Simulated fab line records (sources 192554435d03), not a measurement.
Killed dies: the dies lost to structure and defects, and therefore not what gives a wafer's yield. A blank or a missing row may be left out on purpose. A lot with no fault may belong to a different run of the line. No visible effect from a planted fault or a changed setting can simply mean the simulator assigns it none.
Matching of chambers -- flow n5-finfet -- 4 sister chambers for N5_BEOL_M8_STRIP_19 on rie-diel-02
The step strips in O2. 4 wafers are shown with their chamber, then 8 later ones without.

== WAFERS PAIRED WITH THEIR CHAMBERS ==
wafer,chamber,showerhead-plenum-p-Torr (Torr)
L083.1,2,2.19
L083.2,1,2.23
L089.5,0,1.98
L092.2,3,2.11

== WAFERS WHOSE CHAMBER IS MISSING ==
wafer,showerhead-plenum-p-Torr (Torr)
L092.4,1.98
L092.6,2.11
L091.1,2.18
L091.2,2.11
L091.3,2.22
L097.1,2.17
L097.3,2.10
L097.6,2.10

== THE CHAMBER EACH PASSED THROUGH ==
wafer,from the rows above,in truth
L092.4,0,0
L092.6,3,3
L091.1,2,2
L091.2,3,3
L091.3,1,1
L097.1,2,2
L097.3,3,3
L097.6,3,3
Correct placement for 8 of the 8. Left unplaced by these rows: 0. Number placed wrongly: 0.
How it was worked out, from the rows above alone: a wafer's distance from a chamber is the root of the sum, over the readings, of the square of ((its reading less the chamber's mean) divided by the reading's scatter). The wafer belongs to the nearest chamber; if the next one is less than 2 further off, it can't be placed. For every chamber, the mean is computed from those of its wafers that are shown. The scatter (one wafer shown for each chamber): square how far every hidden wafer sits from the nearest shown wafer, average those squares and take the square root.
